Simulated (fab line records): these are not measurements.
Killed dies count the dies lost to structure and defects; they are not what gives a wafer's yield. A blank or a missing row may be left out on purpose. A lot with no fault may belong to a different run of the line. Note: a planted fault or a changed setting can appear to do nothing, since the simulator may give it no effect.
Matching of chambers    flow nand harc    4 sister chambers for NHARC_A_CHANNEL_HOLE_D2_ETCH_38 on rie diel-06
The step etches the open film in CF4, target depth 39 nm, time 65 s. 8 wafers are shown with their chamber, then 9 later ones without.

== WAFERS PAIRED WITH THEIR CHAMBERS ==
wafer   chamber  showerhead plenum p Torr (Torr)  drypump motor current A (A)
L076.2  2        1.67                             5.1
L078.2  0        1.67                             5.6
L078.6  0        1.66                             5.6
L080.4  2        1.67                             5.1
L080.5  1        1.89                             5.7
L083.2  1        1.88                             5.8
L083.4  3        1.81                             6.0
L083.6  3        1.81                             6.0

== WAFERS WHOSE CHAMBER IS MISSING ==
wafer   showerhead plenum p Torr (Torr)  drypump motor current A (A)
L085.1  1.88                             5.8
L085.4  1.66                             5.6
L085.5  1.81                             6.0
L093.1  1.66                             5.5
L093.2  1.81                             6.0
L093.3  1.88                             5.8
L096.2  1.66                             5.1
L096.3  1.80                             6.0
L096.6  1.66                             5.1

== WHICH CHAMBER EACH WENT THROUGH ==
wafer   from the rows above  in truth
L085.1  1                    1
L085.4  0                    0
L085.5  3                    3
L093.1  0                    0
L093.2  3                    3
L093.3  1                    1
L096.2  2                    2
L096.3  3                    3
L096.6  2                    2
Correctly placed: 9 of 9. Left unplaced by these rows: 0. Wrongly placed: 0.
How it was worked out, from the rows above alone: a wafer's distance from a chamber is the root of the sum, over the readings, of the square of ((its reading less the chamber's mean) divided by the reading's scatter). If the next closest chamber is less than 2 further off than the closest, the wafer can't be placed; otherwise it belongs to the closest. Each chamber's mean is taken over the wafers shown for it. The scatter is the square root of a quotient: the sum, over the shown wafers, of each reading's squared deviation from its chamber's mean, divided by wafers minus chambers.
